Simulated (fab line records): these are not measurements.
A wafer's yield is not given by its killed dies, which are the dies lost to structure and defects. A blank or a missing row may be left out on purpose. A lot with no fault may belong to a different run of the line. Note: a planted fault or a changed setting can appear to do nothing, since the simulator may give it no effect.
A struck lot beside a sound one :: flow n5Finfet :: 20 steps out of a route of 1938
Sound: these wafers, L785.1, L785.3, L785.5. Wafers struck: L791.2, L791.5, L791.6. The cause comes at the end.
Order at every step that has rows: each side's tool, ch and its chambers, its first start. Under that, the readings that differ: sound wafers :: struck wafers :: difference of the means :: sigmas: that difference in standard deviations of wafers without a fault.
alike: same words and numbers on both sides, and readings whose means sit less than 2 such deviations apart. not compared: any withheld reading, any reading some wafer has no value for, any bound like >300 that may hide the same value, and any number with overlapping values for which the record gives no deviation.
The two part at a step that has a row with sigmas, a row that says differs or no value, or rows on one side only. Numbers that have no deviation but don't overlap get no sigmas and don't part them. A reading missing from all wafers of one side parts the sides only when that side holds two or more wafers.

first, 9 steps without rows for these wafers: N5_BEOL_M8_DESCUM_16 (chemistry O2, time 7.9 s); N5_BEOL_M8_ETCH_61 (etches SiARC in CF4, target depth 45.5 nm, time 75.8 s); N5_BEOL_M8_ETCH_62 (etches SOC in N2/H2, target depth 110 nm, overetch 22 nm, time 165 s); N5_BEOL_M8_STRIP_68 (strips in N2/H2); N5_BEOL_M8_STRIP_67 (strips in CF4); N5_BEOL_M8_HM_OPEN_17 (chemistry Cl2/BCl3, target TiN, target depth 20 nm, overetch 6 nm); N5_BEOL_M8_STRIP_19 (strips in O2); N5_BEOL_M8_COAT_63 (time 60 s, resist thk 60 nm); N5_BEOL_M8_COAT_64 (time 60 s, resist thk 12 nm).
N5_BEOL_M8_COAT_71: time 60 s, resist thk 5 nm.
  sound on lithoTrack-05 ch 0, day 11 21:01; struck on lithoTrack-05 ch 0, day 14 00:19
reading: spinSpeedRpm (rpm)
sound: 1501.9 1500.6 1502.4
struck: 1442.6 1442.1 1441.7
difference: -59.5
sigmas: -60
then, 7 steps without rows for these wafers: N5_BEOL_M8_COAT_22 (resist thk 30 nm); N5_BEOL_M8_EBR_24; N5_BEOL_M8_SOFTBAKE_23 (time 60 s); N5_BEOL_M8_EXPOSE_25 (exposes mask V7, target cd 40 nm); N5_BEOL_M8_PEB_26 (peb time 60 s); N5_BEOL_M8_DEVELOP_27 (develop time 30 s); N5_BEOL_M8_DESCUM_33 (chemistry O2, time 7 s).
N5_BEOL_M8_ETCH_72: etches underlayer in N2/H2, target depth 6.5 nm, time 5.2 s.
  sound on rieDiel-01 ch 0,2,3, day 11 22:18; struck on rieDiel-05 ch 1,2,3, day 14 00:58
reading: model.etch.depthNm (nm)
sound: 5.014 5.019 5.033
struck: 5.117 5.111 5.097
difference: +0.086
sigmas: 
  alike: drypumpMotorCurrentA, etchRfOnTimeS, n2FlowSccm, oesProductAu, rfVppV, showerheadPlenumPTorr, throttleValvePct
  not compared: rfHoursCounterH
then, 1 step without rows for these wafers: N5_BEOL_M8_ETCH_65 (etches SiARC in CF4, target depth 15.6 nm, time 26 s).
N5_PASSIVATION_PROBE_49:
  rows exist in the record for the sound wafers here (prober-01, day 15 13:19), none for the struck ones

== WHERE THEY PART ==
Earliest at N5_BEOL_M8_COAT_71; latest, in this record, at N5_PASSIVATION_PROBE_49.

WHY: whatever the simulator had introduced
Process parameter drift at N5_BEOL_M8_COAT_71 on lithoTrack-05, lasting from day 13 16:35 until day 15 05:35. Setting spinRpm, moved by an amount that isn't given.
